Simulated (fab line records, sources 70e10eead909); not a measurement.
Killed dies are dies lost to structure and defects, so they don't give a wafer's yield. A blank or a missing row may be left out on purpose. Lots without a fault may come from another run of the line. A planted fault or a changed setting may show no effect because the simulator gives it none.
A struck lot beside a sound one | flow nand_harc | 14 steps out of a route of 1302
Sound: wafers L529.1, L529.3, L529.4. Struck: wafer L541.3. (L541.4 of the same lot was not struck and is left out.) The cause comes at the end.
At each step with rows: each side's tool, then ch and its chambers, then its first start. Under that, the readings that differ: sound wafers | struck wafers | difference of the means | sigmas: that difference in standard deviations of wafers without a fault.
alike: readings whose means differ by less than 2 such deviations, and words and numbers that are the same on both sides. not compared: withheld readings, readings that some wafer has no value for, bounds like >300 that may hide the same value, and numbers for which the record gives no deviation and whose values overlap.
The two part at a step that has a row with sigmas, a row that says differs or no value, or rows on one side only. Numbers that don't overlap but have no deviation are shown without sigmas and don't part them. A reading that every wafer of one side lacks parts them only if that side has two wafers or more.

NHARC_A_STAIRCASE_DEP_156: deposits SiNx, target thk 50 nm.
  sound on pecvd-03 ch 0,2, day 15 21:58; struck on pecvd-04 ch 2, day 20 17:45
  alike: heater_power_w
then, 9 steps without rows for these wafers: NHARC_A_STAIRCASE_DEHYDRATE_158 (time 120 s); NHARC_A_STAIRCASE_HMDS_159 (time 30 s); NHARC_A_STAIRCASE_COAT_160; NHARC_A_STAIRCASE_SOFTBAKE_161 (time 170 s); NHARC_A_STAIRCASE_EBR_162; NHARC_A_STAIRCASE_EXPOSE_163 (exposes mask STAIR OPEN); NHARC_A_STAIRCASE_PEB_164 (peb time 130 s); NHARC_A_STAIRCASE_DEVELOP_165 (time 140 s); NHARC_A_STAIRCASE_HARDBAKE_167 (time 140 s).
NHARC_A_STAIRCASE_DESCUM_168: chemistry O2, time 3 s.
  sound on rie_diel-01 ch 0,1,2, day 15 22:58; struck on rie_diel-09 ch 1, day 20 18:43
  reading                | sound    | struck | difference | sigmas
  rf_hours_counter_h (h) | 49 48 49 | 46     | -3         |
  alike: drypump_motor_current_A, oes_product_au, rf_vpp_V, showerhead_plenum_p_Torr, throttle_valve_pct
NHARC_A_STAIRCASE_ETCH_169: etches the open film in CH3F/O2, target depth 50 nm, time 107.1 s.
  sound on rie_diel-01 ch 0,2,3, day 15 23:03; struck on rie_diel-09 ch 0, day 20 18:47
  reading                | sound             | struck | difference | sigmas
  oes_product_au (a.u.)  | 0.944 0.933 0.956 | 0.981  | +0.037     | +2
  rf_hours_counter_h (h) | 50 49 48          | 34     | -15        |
  run_length_s (s)       | 128.9 128.2 129.1 | 148.3  | +19.6      | +36
  alike: ch3f_flow_sccm, drypump_motor_current_A, rf_vpp_V, showerhead_plenum_p_Torr, throttle_valve_pct
NHARC_A_STAIRCASE_ETCH_170: etches the open film in C4F6/O2, target depth 200 nm, time 66.667 s.
  sound on rie_diel-01 ch 0,1,2; struck on rie_diel-09 ch 3
  reading                         | sound             | struck | difference | sigmas
  oes_product_au (a.u.)           | 0.952 0.942 0.960 | 0.983  | +0.032     | +2
  rf_hours_counter_h (h)          | 49 49 48          | 54     | +5         |
  rf_vpp_V (V)                    | 542.6 544.2 542.6 | 552.9  | +9.8       | +3
  showerhead_plenum_p_Torr (Torr) | 3.73 3.86 3.74    | 4.16   | +0.38      | +3
  alike: drypump_motor_current_A, run_length_s, throttle_valve_pct
NHARC_END_SORT_01:
  the record has rows for the sound wafers here (prober-01 ch 0, day 24 17:55) and none for the struck ones

WHERE THEY PART
First at NHARC_A_STAIRCASE_ETCH_169; last, within this record, at NHARC_END_SORT_01.

WHY: what the simulator had put in
Process parameter drift: rie_diel-09, from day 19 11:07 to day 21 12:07, at NHARC_A_STAIRCASE_ETCH_169. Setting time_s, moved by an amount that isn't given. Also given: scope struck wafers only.
